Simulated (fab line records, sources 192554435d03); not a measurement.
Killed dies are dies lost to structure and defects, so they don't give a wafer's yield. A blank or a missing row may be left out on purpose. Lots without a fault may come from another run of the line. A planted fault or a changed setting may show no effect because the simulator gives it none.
A struck lot beside a sound one | flow n5_finfet | 37 steps out of a route of 1938
Sound: wafers L491.1, L491.2, L491.5. Struck: wafers L482.2, L482.3, L482.6. The cause comes at the end.
At each step with rows: each side's tool, then ch and its chambers, then its first start. Under that, the readings that differ: sound wafers | struck wafers | difference of the means | sigmas: that difference in standard deviations of wafers without a fault.
alike: readings whose means differ by less than 2 such deviations, and words and numbers that are the same on both sides. not compared: withheld readings, readings that some wafer has no value for, bounds like >300 that may hide the same value, and numbers for which the record gives no deviation and whose values overlap.
The two part at a step that has a row with sigmas, a row that says differs or no value, or rows on one side only. Numbers that don't overlap but have no deviation are shown without sigmas and don't part them. A reading that every wafer of one side lacks parts them only if that side has two wafers or more.

first, 9 steps without rows for these wafers: N5_WELL_APT_HMDS_18 (time 60 s); N5_WELL_APT_COAT_19 (resist thk 950 nm); N5_WELL_APT_EBR_21; N5_WELL_APT_SOFTBAKE_20 (time 60 s); N5_WELL_APT_EXPOSE_22 (exposes mask PWELL, defocus 0 nm, target cd 200 nm); N5_WELL_APT_PEB_23 (peb time 90 s); N5_WELL_APT_DEVELOP_24 (develop time 45 s); N5_WELL_APT_HARDBAKE_29 (time 120 s); N5_WELL_APT_DESCUM_30 (chemistry O2, time 7.9 s).
N5_WELL_APT_IMPLANT_31:
  sound on implanter-01 ch 0, day 6 08:58; struck on implanter-01, day 4 03:42
  no value came back on the struck wafers for beam_energy_keV, beam_on_s (s); on the sound wafers beam_energy_keV reads 60.036 60.018 60.012
then, 25 steps without rows for these wafers: N5_WELL_APT_IMPLANT_32; N5_WELL_APT_STRIP_33 (strips in SPM, time 900 s); N5_WELL_APT_RTA_34 (time 10 s); N5_WELL_APT_OXIDE_STRIP_42 (strips SiO2 in dHF, time 45 s, target depth 12 nm); N5_WELL_APT_PRECLEAN_36 (cleans in O3/DIW, time 45 s); N5_WELL_APT_PRECLEAN_39 (cleans in dHF, time 60 s); N5_WELL_APT_SRD_37 (time 30 s); N5_WELL_APT_EPI_41 (deposits Si from SiH4/H2, target thk 50 nm, time 297.7 s); N5_PMOS_HMC_CHANNEL_EPI_HM_DEP_34 (deposits SiO2 from TEOS/O2, target thk 36 nm, time 6.9 s); N5_PMOS_HMC_CHANNEL_EPI_COAT_31 (time 60 s, resist thk 66 nm); N5_PMOS_HMC_CHANNEL_EPI_COAT_03 (resist thk 205 nm); N5_PMOS_HMC_CHANNEL_EPI_EBR_05; N5_PMOS_HMC_CHANNEL_EPI_SOFTBAKE_04 (time 60 s); N5_PMOS_HMC_CHANNEL_EPI_EXPOSE_06 (exposes mask PMOS HMC BLK, target cd 240 nm); N5_PMOS_HMC_CHANNEL_EPI_PEB_07 (peb time 60 s); N5_PMOS_HMC_CHANNEL_EPI_DEVELOP_08 (develop time 30 s); N5_PMOS_HMC_CHANNEL_EPI_DESCUM_14 (chemistry O2, time 7.9 s); N5_PMOS_HMC_CHANNEL_EPI_ETCH_32 (etches BARC in N2/H2, stops on SiO2, target depth 85.8 nm, time 50.3 s); N5_PMOS_HMC_CHANNEL_EPI_HM_OPEN_15 (chemistry CHF3/O2, target SiO2, target depth 40.6 nm, time 20.3 s); N5_PMOS_HMC_CHANNEL_EPI_STRIP_33 (strips in N2/H2); N5_PMOS_HMC_CHANNEL_EPI_STRIP_17 (strips in SPM, time 750 s); N5_PMOS_HMC_CHANNEL_EPI_ETCH_38 (etches SiO2 in CF4, target depth 1.5 nm); N5_PMOS_HMC_CHANNEL_EPI_FIN_RECESS_16 (chemistry HBr/Cl2, target Si, target depth 54 nm, time 18 s); N5_PMOS_HMC_CHANNEL_EPI_PRECLEAN_36 (cleans in O3/DIW, time 45 s); N5_PMOS_HMC_CHANNEL_EPI_PRECLEAN_18 (cleans in DHF, time 30 s).
-- the record jumps here: 7 days lie between the struck wafers' starts before and after (it left off in module PMOS_HMC_CHANNEL_EPI and takes up again in module BEOL_M4, whose first step shown is number 1111 of the route) --
N5_BEOL_M4_RC_MEAS_101:
  sound on prober-01 ch 0, day 13 19:10; struck on prober-02 ch 0, day 11 14:32
  reading           | sound          | struck            | difference | sigmas
  RS_PWELL (ohm/sq) | 3025 3000 3015 | 22554 22505 22372 | +19464     | +99 or more
  alike: DIBL_N, DIBL_P, IOFF_N, IOFF_P, ION_N, ION_P, SS_N, SS_P, VT_N, VT_P
then, 1 step without rows for these wafers: N5_PASSIVATION_PROBE_49.

WHERE THEY PART
First at N5_WELL_APT_IMPLANT_31; last, within this record, at N5_BEOL_M4_RC_MEAS_101.

WHY: what the simulator had put in
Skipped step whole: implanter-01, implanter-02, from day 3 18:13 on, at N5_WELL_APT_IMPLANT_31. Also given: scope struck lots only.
